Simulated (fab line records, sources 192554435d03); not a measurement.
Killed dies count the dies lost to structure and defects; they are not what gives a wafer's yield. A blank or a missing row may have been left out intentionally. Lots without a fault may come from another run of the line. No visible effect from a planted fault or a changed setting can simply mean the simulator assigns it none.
Chamber matching | flow n5Finfet | aldMetal-01 running N5_BEOL_M10_ALD_74: 4 sister chambers
The step deposits TaN, target thk 2 nm, pulse time 2 s, purge time 3 s. 16 wafers are shown with their chamber, then 8 later ones without.

## EACH WAFER AND ITS CHAMBER
wafer  | chamber | heaterPowerW (W) | mfcCarrierSccm (sccm)
L074.2 | 0       | 419              | 1498
L074.3 | 1       | 436              | 1502
L074.6 | 1       | 421              | 1494
L075.3 | 0       | 401              | 1497
L075.4 | 1       | 442              | 1498
L075.5 | 0       | 409              | 1495
L078.2 | 0       | 421              | 1495
L078.5 | 1       | 426              | 1492
L078.6 | 2       | 364              | 1503
L081.2 | 1       | 427              | 1504
L081.3 | 0       | 411              | 1497
L081.4 | 2       | 375              | 1496
L084.1 | 3       | 468              | 1497
L084.3 | 2       | 371              | 1504
L084.5 | 1       | 438              | 1497
L088.1 | 3       | 467              | 1499

SIGNATURES (averages over the wafers above)
reading        | chamber 0 | chamber 1 | chamber 2 | chamber 3 | scatter within a chamber
heaterPowerW   | 412.20    | 431.67    | 370.00    | 467.50    | 7.4
mfcCarrierSccm | 1496.40   | 1497.83   | 1501.00   | 1498.00   | 3.56
Rule: distance of a wafer from a chamber = root of the sum over the readings of ((wafer's reading minus chamber's mean) / reading's scatter) squared. The wafer belongs to the nearest chamber; if the next one is less than 2 further off, it can't be placed. The scatter: take each reading less its chamber's mean, square it, sum over the shown wafers, divide by the number of wafers less the number of chambers, and take the root.

## WAFERS MISSING THEIR CHAMBER
wafer  | heaterPowerW (W) | mfcCarrierSccm (sccm)
L088.2 | 429              | 1501
L088.4 | 418              | 1509
L091.1 | 367              | 1499
L091.2 | 477              | 1502
L091.4 | 444              | 1507
L096.1 | 468              | 1493
L096.2 | 439              | 1502
L096.4 | 380              | 1500

## WHICH CHAMBER EACH WENT THROUGH
wafer  | from the rows above     | in truth
L088.2 | can't be placed: 1 or 0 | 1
L088.4 | can't be placed: 0 or 1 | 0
L091.1 | 2                       | 2
L091.2 | 3                       | 3
L091.4 | can't be placed: 1 or 3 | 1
L096.1 | 3                       | 3
L096.2 | 1                       | 1
L096.4 | 2                       | 2
Correct placement for 5 of the 8. Can't be placed from these rows: 3 (the true chamber is among the candidates in 3). 0 placed wrongly.
